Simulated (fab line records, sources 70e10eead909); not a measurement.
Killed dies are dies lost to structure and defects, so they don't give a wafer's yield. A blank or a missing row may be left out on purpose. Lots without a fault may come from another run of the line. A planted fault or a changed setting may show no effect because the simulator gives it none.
Which tool did it? | flow nand_harc | 14 lots, 42 wafers sampled, at 2 steps of a route of 1302

WHAT THE GAUGES READ, wafer by wafer
NHARC_P_ZERO_WELL_CD_MEAS_11: target cd 500 nm. Usual: cd_nm 500.0 nm, standard deviation 2.
lot  | measured     | on        | cd_nm (nm)                          | flag
L218 | day 1 21:15  | cd_sem-01 | 501.2 499.2 499.5                   |
L220 | day 2 17:14  | cd_sem-03 | 500.4 499.4 500.4                   |
L221 | day 3 03:14  | cd_sem-02 | 499.2 503.0 499.6                   |
L222 | day 3 13:14  | cd_sem-03 | 501.8 502.1 502.5                   |
L224 | day 4 09:15  | cd_sem-02 | 499.7 502.4 499.7                   |
L225 | day 4 19:07  | cd_sem-02 | 499.4 498.8 495.8                   |
L226 | day 5 05:22  | cd_sem-03 | 497.5 499.1 500.3                   |
L231 | day 7 07:19  | cd_sem-01 | 428.4 430.8 427.8 428.2 430.8 427.8 | OFF
L232 | day 7 17:12  | cd_sem-02 | 441.8 443.8 441.0 442.4 443.8 441.1 | OFF
L235 | day 8 23:07  | cd_sem-02 | 502.3 497.8 502.2                   |
L236 | day 9 09:15  | cd_sem-02 | 495.7 496.7 496.8                   |
L239 | day 10 15:07 | cd_sem-03 | 498.5 502.5 499.1                   |
L240 | day 11 01:14 | cd_sem-03 | 499.2 500.8 499.1                   |
L241 | day 11 11:07 | cd_sem-01 | 497.9 496.6 499.1                   |

WHICH TOOL RAN EACH LOT (tool, then ch and the chambers of the sampled wafers, then the start)
lot  | NHARC_P_ZERO_WELL_PEB_09
L218 | litho_track-03 ch 0, day 1 21:10
L220 | litho_track-03 ch 0, day 2 17:10
L221 | litho_track-07 ch 0, day 3 03:10
L222 | litho_track-03 ch 0, day 3 13:09
L224 | litho_track-03 ch 0, day 4 09:10
L225 | litho_track-03 ch 0, day 4 19:02
L226 | litho_track-05 ch 0, day 5 05:17
L231 | litho_track-07 ch 0, day 7 07:14
L232 | litho_track-07 ch 0, day 7 17:07
L235 | litho_track-03 ch 0, day 8 23:02
L236 | litho_track-05 ch 0, day 9 09:10
L239 | litho_track-03 ch 0, day 10 15:02
L240 | litho_track-03 ch 0, day 11 01:10
L241 | litho_track-05 ch 0, day 11 11:02
- NHARC_P_ZERO_WELL_PEB_09: peb time 80 s.

WHAT THE TOOLS THEMSELVES READ (means of the sampled wafers that have a number; where no wafer has one, the mark that the record gives instead)
NHARC_P_ZERO_WELL_PEB_09. Usual: heater_power_total_W 189.7 W, standard deviation 0.77; plate_temp_C 127.96 C, standard deviation 0.13; resist_line_temp_C 22.99 C, standard deviation 0.098.
lot  | tool           | heater_power_total_W (W) | plate_temp_C (C) | resist_line_temp_C (C) | flag
L218 | litho_track-03 | 189.6                    | 128.03           | 22.89                  |
L220 | litho_track-03 | 189.5                    | 127.93           | 23.00                  |
L221 | litho_track-07 | 189.7                    | 127.90           | 22.99                  |
L222 | litho_track-03 | 189.3                    | 127.76           | 22.96                  |
L224 | litho_track-03 | 189.4                    | 128.01           | 23.18                  |
L225 | litho_track-03 | 189.5                    | 127.86           | 23.08                  |
L226 | litho_track-05 | 189.6                    | 127.99           | 23.01                  |
L231 | litho_track-07 | 174.4                    | 120.10           | 23.01                  | OFF
L232 | litho_track-07 | 174.4                    | 120.10           | 22.84                  | OFF
L235 | litho_track-03 | 190.1                    | 128.16           | 22.90                  |
L236 | litho_track-05 | 190.1                    | 127.95           | 23.01                  |
L239 | litho_track-03 | 189.8                    | 127.97           | 22.90                  |
L240 | litho_track-03 | 189.4                    | 128.01           | 23.09                  |
L241 | litho_track-05 | 189.4                    | 127.94           | 22.94                  |

THE ANSWER, worked out from the rows above alone
Rule: a lot is off if the mean of its wafers that have a number lies more than 3 standard deviations from the usual mean. A lot without any number at a reading at which 4 lots or more have one is off too. The other lots that the step has rows for count as sound. The gauges are gone through in route order, then the tools' own readings, and for those a lot's mean is taken as printed above. The first step at which some lot is off is used, and at that step the reading that is off furthest; a lot without a number counts as furthest.
Off: L231, L232, at NHARC_P_ZERO_WELL_CD_MEAS_11 (cd_nm).
A tool fits if, at a process step before that reading, it ran every lot that is off, and no sound lot after the first of them. The gauges at NHARC_P_ZERO_WELL_CD_MEAS_11 aren't tried: what is off there is off at NHARC_P_ZERO_WELL_PEB_09 too, on other tools, and a gauge's error can't cause that. One fits: litho_track-07 at NHARC_P_ZERO_WELL_PEB_09. Its last sound lot is L221 (day 3 03:10), its first lot that is off L231 (day 7 07:14): a fault that began between those two fits.
The tool's own readings at NHARC_P_ZERO_WELL_PEB_09 bear it out: on the lots that are off they differ by more than 5 times the standard deviation of the sound lots' means. heater_power_total_W reads 174.4 W there against 189.6 W on the sound lots; plate_temp_C reads 120.10 C there against 127.96 C on the sound lots.

WHAT THE SIMULATOR HAD PUT IN
Process parameter drift: litho_track-07, from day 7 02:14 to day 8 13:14, at NHARC_P_ZERO_WELL_PEB_09. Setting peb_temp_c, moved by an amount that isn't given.
Lots struck among those shown: L231, L232. The rule above found the same.
